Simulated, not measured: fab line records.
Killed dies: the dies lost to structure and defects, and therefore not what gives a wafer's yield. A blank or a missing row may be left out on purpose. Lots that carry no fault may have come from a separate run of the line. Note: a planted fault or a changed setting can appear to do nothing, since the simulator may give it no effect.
fab line records :: flow n5-finfet
record:
  lots: 4
  wafers: 12
  last-day: 15
route steps=1938 shown BEOL_M7@1295 BEOL_M8@1332 PASSIVATION@1936
lots untouched by any fault: they come from a run of this same line in which no faults occurred
start-h: hours from the record's opening day to when the first of the lot's shown wafers began :: wait-h: hours elapsed since this lot's preceding step :: " the same as in the row above :: L1.1+2: several wafers, shown together as one row :: - no value, or no start given :: * or withheld: withheld :: < > ~ a bound
route shown NAME@n: names a module that has steps shown in the file, with the first one's number in the route :: usual: the fault-free wafers' mean and standard deviation :: same: alike in all rows :: chamber/n: place in a boat :: sites: readings site by site :: _std_site: the standard deviation of these :: _edge_site: outer sites' mean less inner sites' :: radius-mm: for every site, how far away it sits from the centre of the wafer :: mask NAME#n: copy n :: behind: the last tool/chamber to shape the wafer :: hold: why the lot was held/for how many hours/how that ended :: device: transistor that didn't switch, given as n, p or np :: end of line: the same wafers' tests at the end of the route :: a step given without rows: its recipe and nothing more :: killed: at the first sort, the dies lost to defects and structure; wafer yield is something else :: map: shows each die of a wafer: x if killed, . if not, _ if none is there
set.NAME: the setting the step ran with; set.NAME@STEP: the setting that earlier step ran with :: model.NAME: the simulator's own value behind a step, which no gauge read
lots at some steps of the route; a table a step, a row a wafer
services: a tool's chamber out of use, with start hour (start-h, from the record's first day; less than 0 if before it), hours out, and reason
== steps ==
step: N5_BEOL_M7_DEVELOP_27
recipe:
  develop-time-s: 30
  developer: TMAH
  resist: CAR-EUV
  rinse-liquid: surfactant-rinse
  dry: air-spin
  dev-temp-c: 23
step: N5_BEOL_M7_DESCUM_33
recipe:
  chemistry: O2
  time-s: 7
  source-power-w: 50
  bias-power-w: 20
  pressure-mtorr: 20
  rf-frequency-hz: 2.712e+07
  temp-c: 40
  resist: CAR-EUV
  o2-flow-sccm: 225
step: N5_BEOL_M7_ETCH_72
recipe:
  chemistry: N2/H2
  target: underlayer
  target-depth-a: 65
  mask-material: CAR-EUV
  time-s: 5.2
  ion-energy-ev: 200
  pressure-mtorr: 30
  source-w: 840
  bias-w: 150
  n2-flow-sccm: 200
  h2-flow-sccm: 200
  ends: cleared
step: N5_BEOL_M7_ETCH_65
recipe:
  chemistry: CF4
  target: SiARC
  target-depth-a: 156
  mask-material: CAR-EUV
  time-s: 26
  ion-energy-ev: 80
  pressure-mtorr: 40
  source-w: 545
  bias-w: 36
  Ar_flow_sccm: 100
  cf4-flow-sccm: 100
  ends: cleared
step: N5_BEOL_M7_ETCH_66
recipe:
  chemistry: N2/H2
  target: SOC
  target-depth-a: 800
  overetch-a: 160
  mask-material: SiARC
  temp-c: 40
  time-s: 120
  ion-energy-ev: 200
  pressure-mtorr: 30
  source-w: 840
  bias-w: 150
  n2-flow-sccm: 200
  h2-flow-sccm: 200
step: N5_BEOL_M7_STRIP_69
recipe:
  chemistry: N2/H2
  temp-c: 40
  n2-flow-sccm: 200
  h2-flow-sccm: 200
  rf-frequency-hz: 6e+07
step: N5_BEOL_M7_STRIP_73
recipe:
  chemistry: N2/H2
  temp-c: 40
  n2-flow-sccm: 200
  h2-flow-sccm: 200
  rf-frequency-hz: 6e+07
step: N5_BEOL_M7_VIA_ETCH_34
recipe:
  chemistry: C4F6/O2
  target: SiCOH_lowk
  target-depth-a: 1255
  mask-material: SOC
  taper-deg: 4
  time-s: 50.5
  ion-energy-ev: 250
  pressure-mtorr: 30
  source-w: 345
  bias-w: 185
  Ar_flow_sccm: 300
  C4F6_flow_sccm: 10
  O2_flow_sccm: 10
step: N5_BEOL_M7_STRIP_76
recipe:
  chemistry: C4F6/O2
  resist: SiARC
  rf-frequency-hz: 6e+07
step: N5_BEOL_M7_STRIP_36
recipe:
  chemistry: N2/H2
  power-w: 450
  temp-c: 40
  pressure-mtorr: 20
  rf-frequency-hz: 6e+07
  overash-fraction: 0.3
  bias-power-w: 7
  h2-frac: 0.5
  n2-flow-sccm: 200
  h2-flow-sccm: 200
usual:
  drypump-motor-current-A: 5.4/0.44
  oes-product-au: 0.82/0.094
  rf-vpp-V: 59.3/1.4
  showerhead-plenum-p-Torr: 2.57/0.091
  throttle-valve-pct: 23.6/0.4
lot.wafer: L693.1
tool: rie-diel-02
chamber: 0
start-h: 207.00
wait-h: 0.0
drypump-motor-current-A: 5.8
oes-product-au: 0.93
rf-hours-counter-h: 21
rf-vpp-V: 60.1
showerhead-plenum-p-Torr: 2.70
throttle-valve-pct: 23.5

lot.wafer: L693.3
tool: rie-diel-02
chamber: 1
start-h: 207.00
wait-h: 0.0
drypump-motor-current-A: 6.0
oes-product-au: 0.68
rf-hours-counter-h: 245
rf-vpp-V: 56.8
showerhead-plenum-p-Torr: 2.37
throttle-valve-pct: 22.9

lot.wafer: L693.4
tool: rie-diel-02
chamber: 2
start-h: 207.00
wait-h: 0.0
drypump-motor-current-A: 5.5
oes-product-au: 0.69
rf-hours-counter-h: -
rf-vpp-V: 61.1
showerhead-plenum-p-Torr: 2.63
throttle-valve-pct: 23.9

lot.wafer: L692.1
tool: rie-diel-04
chamber: 0
start-h: 211.12
wait-h: 0.0
drypump-motor-current-A: 5.6
oes-product-au: 0.93
rf-hours-counter-h: 32
rf-vpp-V: 59.3
showerhead-plenum-p-Torr: 2.58
throttle-valve-pct: 23.1

lot.wafer: L692.2
tool: rie-diel-04
chamber: 2
start-h: 211.12
wait-h: 0.0
drypump-motor-current-A: 5.2
oes-product-au: 0.85
rf-hours-counter-h: 47
rf-vpp-V: 60.7
showerhead-plenum-p-Torr: 2.59
throttle-valve-pct: 23.6

lot.wafer: L692.4
tool: rie-diel-04
chamber: 3
start-h: 211.12
wait-h: 0.0
drypump-motor-current-A: 5.8
oes-product-au: 0.73
rf-hours-counter-h: 217
rf-vpp-V: 58.0
showerhead-plenum-p-Torr: 2.60
throttle-valve-pct: 24.0

lot.wafer: L703.1
tool: rie-diel-02
chamber: 1
start-h: 274.00
wait-h: 0.0
drypump-motor-current-A: 6.0
oes-product-au: 0.95
rf-hours-counter-h: 6
rf-vpp-V: 59.5
showerhead-plenum-p-Torr: 2.68
throttle-valve-pct: 22.5

lot.wafer: L703.4
tool: rie-diel-02
chamber: 3
start-h: 274.00
wait-h: 0.0
drypump-motor-current-A: 5.9
oes-product-au: 0.92
rf-hours-counter-h: 25
rf-vpp-V: 59.9
showerhead-plenum-p-Torr: 2.60
throttle-valve-pct: 23.9

lot.wafer: L703.5
tool: rie-diel-02
chamber: 0
start-h: 274.00
wait-h: 0.0
drypump-motor-current-A: 5.8
oes-product-au: 0.90
rf-hours-counter-h: -
rf-vpp-V: 60.4
showerhead-plenum-p-Torr: 2.69
throttle-valve-pct: 23.6

lot.wafer: L706.1
tool: rie-diel-02
chamber: 1
start-h: 282.67
wait-h: 0.0
drypump-motor-current-A: 6.0
oes-product-au: 0.92
rf-hours-counter-h: 8
rf-vpp-V: 58.6
showerhead-plenum-p-Torr: 2.68
throttle-valve-pct: 22.5

lot.wafer: L706.3
tool: rie-diel-02
chamber: 0
start-h: 282.67
wait-h: 0.0
drypump-motor-current-A: 5.8
oes-product-au: 0.90
rf-hours-counter-h: 49
rf-vpp-V: 59.9
showerhead-plenum-p-Torr: 2.69
throttle-valve-pct: 23.6

lot.wafer: L706.6
tool: rie-diel-02
chamber: 0
start-h: 282.67
wait-h: 0.0
drypump-motor-current-A: 5.8
oes-product-au: 0.88
rf-hours-counter-h: -
rf-vpp-V: 60.8
showerhead-plenum-p-Torr: 2.69
throttle-valve-pct: 23.5
step: N5_BEOL_M7_TRENCH_ETCH_37
recipe:
  chemistry: C4F6/O2
  target-depth-a: 934.78
  target: SiCOH_lowk
  time-s: 31.2
  ion-energy-ev: 250
  pressure-mtorr: 30
  source-w: 345
  bias-w: 185
  Ar_flow_sccm: 300
  C4F6_flow_sccm: 10
  O2_flow_sccm: 10
step: N5_BEOL_M7_ETCH_41
recipe:
  chemistry: CH3F/O2
  target: SiCN
  target-depth-a: 319
  taper-deg: 2
  time-s: 57.8
  ion-energy-ev: 120
  mask-material: TiN
  pressure-mtorr: 30
  source-w: 395
  bias-w: 75
  Ar_flow_sccm: 150
  CH3F_flow_sccm: 30
  O2_flow_sccm: 20
step: N5_BEOL_M7_STRIP_80
recipe:
  chemistry: N2/H2
  time-s: 10
  power-w: 450
  temp-c: 40
  pressure-mtorr: 20
  rf-frequency-hz: 6e+07
  bias-power-w: 7
  n2-flow-sccm: 200
  h2-flow-sccm: 200
step: N5_BEOL_M7_HM_STRIP_39
recipe:
  chemistry: peroxide-tin-strip
  material: TiN
  target-depth-a: 250
  temp-c: 50
  time-s: 158
step: N5_BEOL_M7_SRD_40
recipe:
  time-s: 30
  temp-c: 23
  rinse-liquid: diw
  dry: ipa-marangoni
step: N5_BEOL_M7_PRECLEAN_42
recipe:
  chemistry: residue-remover
  time-s: 60
  temp-c: 40
step: N5_BEOL_M7_SRD_43
recipe:
  time-s: 30
  temp-c: 23
  rinse-liquid: diw
  dry: ipa-marangoni
step: N5_BEOL_M7_CURE_75
recipe:
  temp-c: 370
  time-s: 120
  ambient: DMADMS/He
  material: SiCOH_lowk
step: N5_BEOL_M7_DEGAS_44
recipe:
  ambient: vacuum
  temp-c: 250
  time-s: 60
step: N5_BEOL_M7_PRE_CLEAN_45
recipe:
  gas: H2/He
  time-s: 30
  temp-c: 250
step: N5_BEOL_M7_ALD_77
recipe:
  material: TaN
  target-thk-a: 20
  temp-c: 275
  ald-precursor-family: PDMAT
  ald-co-reactant: NH3
  pressure-torr: 3
  carrier-flow-sccm: 1500
  pulse-time-s: 2
  purge-time-s: 3
  co-reactant-purge-time-s: 2
  co-reactant-pulse-time-s: 3
  ald-cycles: 40
  precursor-vessel-temp-c: 75
  precursor-vessel-pressure-torr: 26.25
  precursor-vessel-carrier-sccm: 1000
step: N5_BEOL_M7_SURFACE_TREAT_79
recipe:
  gas: Ar
  time-s: *
  ion-energy-ev: *
  ion-current-ma-cm2: 0.5
  pressure-mtorr: *
  ar-flow-sccm: 30
step: N5_BEOL_M7_CVD_78
recipe:
  material: Co
  target-thk-a: 20
  temp-c: withheld
  precursor: CCTBA/H2
  pressure-torr: 30
  time-s: 142.3
step: N5_BEOL_M7_SPUTTER_48
recipe:
  material: Cu
  target-thk-a: 100
  temp-c: -20
  bias-v: 60
  power-w: 26000
  chamber-pressure-pa: 0.13
  time-s: 1.667
step: N5_BEOL_M7_ECD_50
recipe:
  material: Cu
  target-thk-a: 3000
step: N5_BEOL_M7_ANNEAL_51
recipe:
  temp-c: 225
  time-s: 90
  ambient: N2
step: N5_BEOL_M7_CMP_52
recipe:
  stop-on: SiCOH_lowk
  t-overpolish-s: 6.9
  down-force-psi: 1
  platen-rpm: 50
  clearing-platen-down-force-psi: 1.5
  clearing-platen-rpm: 50
  post-cmp-clean: cu-alkaline
  target-thk-nm: 80
  clearing-platen-pad-velocity-m-s: 0.99484
  pad-velocity-m-s: 0.99484
step: N5_BEOL_M7_PRE_CLEAN_55
recipe:
  gas: NH3
  time-s: 15
  temp-c: withheld
  rf-power-w: 300
step: N5_BEOL_M7_DEP_56
recipe:
  material: SiCN
  target-thk-a: 100
  temp-c: withheld
  precursor: 3MS/NH3
  pressure-torr: 3
  rf-w: 202
  time-s: 17.5
step: N5_BEOL_M8_ILD_DEP_00
recipe:
  material: SiCOH_lowk
  target-thk-a: 1797.5
  temp-c: 300
  precursor: DEMS/porogen
  pressure-torr: 5
  rf-w: 500
  time-s: 33.4
step: N5_BEOL_M8_CURE_74
recipe:
  temp-c: 385
  time-s: 240
  ambient: He/Ar
  material: SiCOH_lowk
step: N5_BEOL_M8_PECVD_70
recipe:
  material: SiO2
  target-thk-a: 200
  temp-c: 400
  precursor: TEOS/O2
  pressure-torr: 5.5
  rf-w: 450
  teos-flow-sccm: 53.8
  gas: O2
  flow-sccm: 3000
  time-s: 22.7
step: N5_BEOL_M8_HM_DEP_02
recipe:
  material: TiN
  target-thk-a: 200
  temp-c: 25
  chamber-pressure-pa: 0.49996
step: N5_PASSIVATION_PROBE_49
usual:
  defect-limited-yield: 90.9/1.6
  killed_at_M0_to_M3: 34/11
  killed_at_M4_up: 14/5.7
  killed-at-contacts: 13/6.5
  killed-at-front-end: 43/11
  killed-at-other: 4/3.1
  killed-dies: 107/19
  killed-on-rim: 14/3.9
  killed-open: 71/14
  killed-short: 35/7.9
  sort_bin_5_function: 5.3/1.1
  sort_bin_6_memory: 3.4/0.74
  sort-n-pass: 1073/19
  sort-yield-pct: 90.9/1.6
same:
  gross-dies: 1180
  killed-at-back-side: 0
  sort_bin_4_leakage[%]: 0
  sort_bin_8_speed[%]: 0
lot.wafer: L703.1
tool: prober-01
chamber: -
start-h: 347.63
wait-h: 0.0
defect-limited-yield[%]: 84.4
killed_at_M0_to_M3: 29
killed_at_M4_up: 108
killed-at-contacts: 4
killed-at-front-end: 40
killed-at-other: 3
killed-dies: 184
killed-on-rim: 26
killed-open: 50
killed-short: 30
sort_bin_5_function[%]: 8.1
sort_bin_6_memory[%]: 4.5
sort-n-pass: 996
sort-yield-pct[%]: 84.4

lot.wafer: L703.4
tool: prober-01
chamber: -
start-h: 347.78
wait-h: 0.2
defect-limited-yield[%]: 80.9
killed_at_M0_to_M3: 13
killed_at_M4_up: 157
killed-at-contacts: 15
killed-at-front-end: 39
killed-at-other: 1
killed-dies: 225
killed-on-rim: 9
killed-open: 48
killed-short: 23
sort_bin_5_function[%]: 10.9
sort_bin_6_memory[%]: 4.1
sort-n-pass: 955
sort-yield-pct[%]: 80.9

lot.wafer: L703.5
tool: prober-01
chamber: -
start-h: 347.83
wait-h: 0.2
defect-limited-yield[%]: 81.1
killed_at_M0_to_M3: 25
killed_at_M4_up: 139
killed-at-contacts: 9
killed-at-front-end: 47
killed-at-other: 3
killed-dies: 223
killed-on-rim: 30
killed-open: 61
killed-short: 36
sort_bin_5_function[%]: 10.8
sort_bin_6_memory[%]: 4.4
sort-n-pass: 957
sort-yield-pct[%]: 81.1

lot.wafer: L706.1
tool: prober-02
chamber: -
start-h: 357.14
wait-h: 0.0
defect-limited-yield[%]: 82.1
killed_at_M0_to_M3: 41
killed_at_M4_up: 127
killed-at-contacts: 7
killed-at-front-end: 32
killed-at-other: 4
killed-dies: 211
killed-on-rim: 29
killed-open: 76
killed-short: 30
sort_bin_5_function[%]: 11.3
sort_bin_6_memory[%]: 3.6
sort-n-pass: 969
sort-yield-pct[%]: 82.1

lot.wafer: L706.3
tool: prober-02
chamber: -
start-h: 357.24
wait-h: 0.1
defect-limited-yield[%]: 81.4
killed_at_M0_to_M3: 27
killed_at_M4_up: 153
killed-at-contacts: 16
killed-at-front-end: 20
killed-at-other: 3
killed-dies: 219
killed-on-rim: 28
killed-open: 57
killed-short: 26
sort_bin_5_function[%]: 10.2
sort_bin_6_memory[%]: 4.6
sort-n-pass: 961
sort-yield-pct[%]: 81.4

lot.wafer: L706.6
tool: prober-02
chamber: -
start-h: 357.39
wait-h: 0.3
defect-limited-yield[%]: 80.1
killed_at_M0_to_M3: 39
killed_at_M4_up: 151
killed-at-contacts: 9
killed-at-front-end: 34
killed-at-other: 2
killed-dies: 235
killed-on-rim: 31
killed-open: 81
killed-short: 27
sort_bin_5_function[%]: 12.0
sort_bin_6_memory[%]: 4.1
sort-n-pass: 945
sort-yield-pct[%]: 80.1
killed by level:class
L703.1 BEOL_M7:unspecified=103 DUMMY_GATE:geometric-particle:open=9 STI_FIN_REVEAL:geometric-particle:open=7 BEOL_M0_SAQP:geometric-particle:short=7 BEOL_M0_SAQP:geometric-particle:open=7 FIN_SAQP:geometric-particle:short=6 BEOL_M3:geometric-particle:open=5 FIN_SAQP:geometric-particle:open=4
L703.4 BEOL_M7:unspecified=154 MOL_CONTACT_COAG:geometric-particle:open=14 STI_FIN_REVEAL:geometric-particle:open=11 FIN_SAQP:geometric-particle:short=8 DUMMY_GATE:geometric-particle:open=6 BEOL_M3:geometric-particle:open=3 STI_FIN_REVEAL:geometric-particle:short=2 DUMMY_GATE:geometric-particle:short=2
L703.5 BEOL_M7:unspecified=126 STI_FIN_REVEAL:geometric-particle:open=9 MOL_CONTACT_COAG:geometric-particle:open=7 DUMMY_GATE:geometric-particle:open=6 BEOL_M0:geometric-particle:open=6 BEOL_M2:geometric-particle:open=6 FIN_SAQP:geometric-particle:open=5 DUMMY_GATE:geometric-particle:short=5
L706.1 BEOL_M7:unspecified=105 BEOL_M4:geometric-particle:open=15 BEOL_M3:geometric-particle:open=14 FIN_SAQP:geometric-particle:short=7 DUMMY_GATE:geometric-particle:open=7 MOL_CONTACT_COAG:geometric-particle:open=6 BEOL_M0_SAQP:geometric-particle:open=6 BEOL_M1:geometric-particle:open=6
L706.3 BEOL_M7:unspecified=134 MOL_CONTACT_COAG:geometric-particle:open=12 FIN_SAQP:geometric-particle:open=5 MOL_CONTACT_COAG:geometric-particle:short=4 BEOL_M0_SAQP:geometric-particle:open=4 BEOL_M0_SAQP:geometric-particle:short=4 BEOL_M1:geometric-particle:open=4 BEOL_M3:geometric-particle:open=4
L706.6 BEOL_M7:unspecified=126 BEOL_M4:geometric-particle:open=15 FIN_SAQP:geometric-particle:open=11 BEOL_M3:geometric-particle:open=9 BEOL_M1:geometric-particle:open=8 MOL_CONTACT_COAG:geometric-particle:open=7 BEOL_M0_SAQP:geometric-particle:short=6 DUMMY_GATE:geometric-particle:open=5
map L703.4 (x killed, . not)
_________________............________________
______________.................._____________
___________.......x.......x........__________
__________...........xx.x.....x....._________
________.....x..............x.......x._______
_______............................x...______
______........x........................._____
_____...x.......x....x....x......x.......____
____......x......................x........___
___..........xxx......x...........x........__
___.x.................x............x.......__
__....................................xx...._
__................x.......x................._
_.........x....x.x..........x................
_.x.............x................x...x.......
_................x...........................
_.................xx..........x.x............
_........x.........x.....xxxx..x..xx.........
_.......x.............xx.x.xxxxx.x...........
_....................x..xxxxxxxxxxxxxx.......
_...x.............x....x.xxxxxxxxxxx.x.......
__x.....x............x..xxxxxxxxxxxx........_
__.......x..........x.xx.xxxxxxxxxxxx......._
___....................xxxxxxxxxxxxxxxx....__
___...x................xxxxxxxxxxxxxxxx..x.__
____x..........x......xxxxxxxxxxxxxxxx....___
_____...................xxxxxxxxxxxx.x...____
______...................xxxxxxxxxxxx.x._____
_______.....xx...........x.xxxxxxx.x...______
________.x...............xx...xxxxx..._______
__________........x............x..x._________
___________........................__________
______________.................._____________
_________________...x.x......________________
map L706.6 (x killed, . not)
_________________......x.....________________
______________.......x.......x.._____________
___________................x....x..__________
__________..xx..........x.x........._________
________x...x..x............x..x......_______
_______.............x.....x........x...______
______....xx............................_____
_____.................x.......x..x.......____
____.............x...............x........___
___.....x........x......x..x.........x.....__
___..x........x...........xx.x........x..x.__
__.x..x.............x......................x_
__x........xx.xx...x.xx............x...x...._
_............x.....x.x.......xx......x.......
_..................x....x...x.....xx...x..x..
_..................................x....xx...
_........x...x.....x..............x.xx.......
_...xxx.x.....x............................x.
_....xxxxxxxx..x..........x.........x........
_.x.xxxxxxxx.x.............x.................
_x.xxxxxxxxxxxxx.x.x.......x.............x...
__xxxxxxxxxxxxxx...........x....x...x....x.._
__xxxxxxxxxxxxx.........x.........x..x......_
___xxxxxxxxxxxx.x....x.....................__
___xxxxxxxxxxxx..x................x........__
____xxxxxxxxxx........x..................x___
_____xxxxxxxxxx......................x...____
______xxxxxxxxx..x.............x......x._____
_______xxxxxx....x.......x.............______
________xxx.x........................._______
__________.x...........x............_________
___________....................x...__________
______________..x.x.x....x......_____________
_________________.........x..________________
== services ==
tool: rie-diel-02
chamber: 3
start-h: 188.65
hours: -
kind: clean

tool: rie-diel-02
chamber: 3
start-h: 188.65
hours: -
kind: consumable-replace:focus-ring

tool: rie-diel-02
chamber: 3
start-h: 188.65
hours: 18.4
kind: scheduled-down

tool: rie-diel-02
chamber: 3
start-h: 188.65
hours: 18.4
kind: vent-cycle

tool: rie-diel-04
chamber: -
start-h: 189.90
hours: 2.8
kind: pm

tool: rie-diel-02
chamber: 1
start-h: 217.11
hours: -
kind: clean

tool: rie-diel-02
chamber: 1
start-h: 217.11
hours: -
kind: consumable-replace:focus-ring

tool: rie-diel-02
chamber: 1
start-h: 217.11
hours: -
kind: consumable-replace:showerhead

tool: rie-diel-02
chamber: 1
start-h: 217.11
hours: 28.9
kind: scheduled-down

tool: rie-diel-02
chamber: 1
start-h: 217.11
hours: 28.9
kind: vent-cycle

tool: rie-diel-04
chamber: 0
start-h: 239.88
hours: 1.8
kind: repair

tool: rie-diel-02
chamber: 1
start-h: 252.83
hours: 7.7
kind: repair
== key ==
first-sign:
  step: N5_PASSIVATION_PROBE_49
  reading: killed_at_M4_up
  direction: up
  sigmas: 22
  usual: 14
  struck: 139
effect:
  step: N5_PASSIVATION_PROBE_49
  reading: defect-limited-yield
  direction: down
  sigmas: 5.8
  usual: 90.9
  struck: 81.7
more-kills-born-at:
  N5_BEOL_M7_STRIP_36@rie-diel-02: 748
met-at N5_BEOL_M7_STRIP_36
struck-wafers L703.1,L703.4,L703.5,L706.1,L706.3,L706.6
onset-between 207.00 274.00
also-fits time
fault:
  kind: chamber-particle-source
  tool: rie-diel-02
  chamber: -
  onset-h: 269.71
  steps: N5_BEOL_M7_STRIP_36
  rate-per-visit-cm2: 1.9747
  end-h: 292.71
